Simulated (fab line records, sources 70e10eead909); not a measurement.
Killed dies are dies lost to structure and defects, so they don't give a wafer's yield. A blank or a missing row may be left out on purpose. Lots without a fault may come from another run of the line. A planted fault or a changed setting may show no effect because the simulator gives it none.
Which tool did it? | flow nand_harc | 24 lots, 72 wafers sampled, at 1 step of a route of 1159

WHAT THE GAUGES READ, wafer by wafer
NHARC_A_CHANNEL_FILL_D1_INSPECT_13. Usual: raw_defect_count 306, standard deviation 140.
lot  | measured     | on                | raw_defect_count | flag
L074 | day 10 08:50 | defect_inspect-01 | 186 127 414      |
L075 | day 10 19:32 | defect_inspect-02 | 197 288 223      |
L076 | day 10 19:40 | defect_inspect-02 | 126 257 114      |
L078 | day 11 08:02 | defect_inspect-02 | 324 469 451      |
L077 | day 11 08:04 | defect_inspect-01 | 245 238 209      |
L079 | day 11 20:20 | defect_inspect-01 | 377 403 134      |
L080 | day 12 03:32 | defect_inspect-02 | 314 185 506      |
L081 | day 12 03:36 | defect_inspect-01 | 1245 369 411     |
L083 | day 12 14:41 | defect_inspect-02 | 258 217 268      |
L082 | day 12 14:44 | defect_inspect-01 | 421 607 400      |
L084 | day 12 21:31 | defect_inspect-02 | 184 216 168      |
L088 | day 13 17:53 | defect_inspect-01 | 290 356 400      |
L086 | day 13 21:28 | defect_inspect-01 | 771 181 390      |
L087 | day 13 21:38 | defect_inspect-01 | 355 516 411      |
L089 | day 14 02:41 | defect_inspect-01 | 433 245 220      |
L085 | day 14 06:16 | defect_inspect-02 | 246 218 172      |
L091 | day 14 20:46 | defect_inspect-01 | 184 309 234      |
L090 | day 14 20:46 | defect_inspect-02 | 226 320 244      |
L092 | day 15 00:35 | defect_inspect-02 | 416 197 548      |
L093 | day 15 03:18 | defect_inspect-02 | 332 109 377      |
L094 | day 15 10:04 | defect_inspect-02 | 300 264 134      |
L097 | day 15 20:21 | defect_inspect-02 | 418 318 271      |
L096 | day 15 20:31 | defect_inspect-01 | 495 318 329      |
L095 | day 16 09:04 | defect_inspect-02 | 420 226 268      |

WHICH TOOL RAN EACH LOT (tool, then ch and the chambers of the sampled wafers, then the start)
The record holds no process step before these readings.

WHAT THE TOOLS THEMSELVES READ (means of the sampled wafers that have a number; where no wafer has one, the mark that the record gives instead)
The record holds no such reading with a usual standard deviation.

THE ANSWER, worked out from the rows above alone
Rule: a lot is off if the mean of its wafers that have a number lies more than 3 standard deviations from the usual mean. A lot without any number at a reading at which 4 lots or more have one is off too. The other lots that the step has rows for count as sound. The gauges are gone through in route order, then the tools' own readings, and for those a lot's mean is taken as printed above. The first step at which some lot is off is used, and at that step the reading that is off furthest; a lot without a number counts as furthest.
No lot is off at any reading shown: from this, nothing can be told.

WHAT THE SIMULATOR HAD PUT IN
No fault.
